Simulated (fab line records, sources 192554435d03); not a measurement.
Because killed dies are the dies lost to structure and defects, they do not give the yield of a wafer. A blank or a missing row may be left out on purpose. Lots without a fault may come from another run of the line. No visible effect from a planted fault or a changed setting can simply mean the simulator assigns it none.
Problem report, 8D (eight disciplines) form, completed by code    flow n5-finfet    the parts of the form that need people (team, actions taken, sign-off) are left out

## 1. WHAT WENT WRONG
Mean of killed_at_M4_up at N5_PASSIVATION_PROBE_49: 92 across 6 wafers in 2 lots; on wafers with no fault it is 14 (standard deviation 6.3). That is +12 standard deviations from the usual mean.
Seen first at day 16 16:42 on prober-02, wafer L507.1. Wafers with a number at this step in the record: 6, from 2 lots. By rule, "out" or "out of limits" means more than 4 standard deviations away from the usual mean. The rest of the wafers with a number are treated as sound.

## 2. WHAT IT IS AND WHAT IT IS NOT
question                     is                      is not
which readings at this step  killed_at_M4_up         killed_at_M0_to_M3, killed-at-other, killed-open, killed-short
which lots                   L506, L507              -
which wafers of those lots   all that have a number  -
read on which tools          prober-01, prober-02    -
when                         from day 16 16:42       up to then (0 sound wafers)

## 3. WHAT RULES OUT EACH SUSPECT
Counting: a tool at a process step up to the reading stays a suspect if it ran every lot that is out and no sound lot after the first of them.
- pvd-sputter-03 at N5_BEOL_M10_SPUTTER_48 (material Cu, target thk 12 nm, time 2 s): kept. It ran every lot that is out, first L507 (day 14 14:21), and no sound lot after that.
Remaining after the count: pvd-sputter-03 at N5_BEOL_M10_SPUTTER_48.

## 4. THE CAUSE (what the simulator had put in)
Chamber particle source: pvd-sputter-03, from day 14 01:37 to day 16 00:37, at N5_BEOL_M10_SPUTTER_48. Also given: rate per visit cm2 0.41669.
After counting, this tool was the only one left.

## 5. THE CHAIN OF EFFECTS, in route order
One row per reading whose mean, taken over the struck wafers that have a number, lies over 3 standard deviations from the usual. Only readings whose record carries a usual standard deviation are examined. hours: median over the lots of the time between each lot's start at the first step of this table that gives one and its start at this step. sigmas: the change, counted in usual standard deviations.
hours  step                     reading               usual   on struck wafers  change  sigmas
0      N5_PASSIVATION_PROBE_49  defect-limited-yield  91.6 %  84.0              -7.6    -4.8
0      N5_PASSIVATION_PROBE_49  killed_at_M4_up       14      92                +78     +12
0      N5_PASSIVATION_PROBE_49  killed-dies           100     189               +89     +4.7
0      N5_PASSIVATION_PROBE_49  sort_bin_5_function   5.0 %   10.2              +5.2    +4.7
0      N5_PASSIVATION_PROBE_49  sort-n-pass           1080    991               -89     -4.9
0      N5_PASSIVATION_PROBE_49  sort-yield-pct        91.6 %  84.0              -7.6    -4.8
Here are the process steps it includes:
- N5_PASSIVATION_PROBE_49

## 6. HOW IT WOULD HAVE BEEN CAUGHT EARLIER
In this record the first reading out of limits was taken at day 16 16:42, 63 hours after the fault began at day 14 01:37.
Of the tool readings at N5_BEOL_M10_SPUTTER_48 for which the record gives a usual standard deviation, none was out on any struck wafer, so an alarm limit of 4 standard deviations on them would not have fired.
The start of N5_BEOL_M10_SPUTTER_48 on pvd-sputter-03 came by day 16 16:42 for every one of the lots that are out (2). A hold on the tool at that time would have spared none of them.
